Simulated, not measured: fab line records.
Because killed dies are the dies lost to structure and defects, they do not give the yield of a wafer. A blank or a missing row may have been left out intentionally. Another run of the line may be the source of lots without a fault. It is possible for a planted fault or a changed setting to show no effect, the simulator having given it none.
Chamber matching ; flow nand_harc ; NHARC_P_M0_PRE_CLEAN_31 on pecvd-02: 3 sister chambers
The step time 12 s. 3 wafers are shown with their chamber, then 10 later ones without.

WAFERS, EACH WITH ITS CHAMBER
wafer;chamber;heater_power_w (W)
L088.3;2;669
L090.2;1;600
L090.3;0;689

WAFERS WITHOUT THEIR CHAMBER
wafer;heater_power_w (W)
L090.6;688
L089.1;685
L089.4;628
L089.5;665
L092.3;665
L092.5;654
L092.6;666
L096.3;707
L096.5;630
L096.6;643

EACH ONE'S CHAMBER
wafer;from the rows above;in truth
L090.6;can't be placed: 0 or 2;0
L089.1;can't be placed: 0 or 2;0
L089.4;can't be placed: 1 or 2 or 0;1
L089.5;can't be placed: 2 or 0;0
L092.3;can't be placed: 2 or 0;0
L092.5;can't be placed: 2 or 0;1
L092.6;can't be placed: 2 or 0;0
L096.3;can't be placed: 0 or 2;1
L096.5;can't be placed: 1 or 2 or 0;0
L096.6;can't be placed: 2 or 1 or 0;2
Correct placement for 0 of the 10. Cannot be placed on the basis of these rows: 10; the candidates contain the true chamber in 8. Number placed wrongly: 0.
How it was worked out, from the rows above alone: a wafer's distance from a chamber is the root of the sum, over the readings, of the square of ((its reading less the chamber's mean) divided by the reading's scatter). The wafer belongs to the nearest chamber; if the next one is less than 2 further off, it can't be placed. For every chamber, the mean is computed from those of its wafers that are shown. The scatter: root of mean squared gap, hidden wafer to nearest shown wafer, with one shown wafer a chamber.
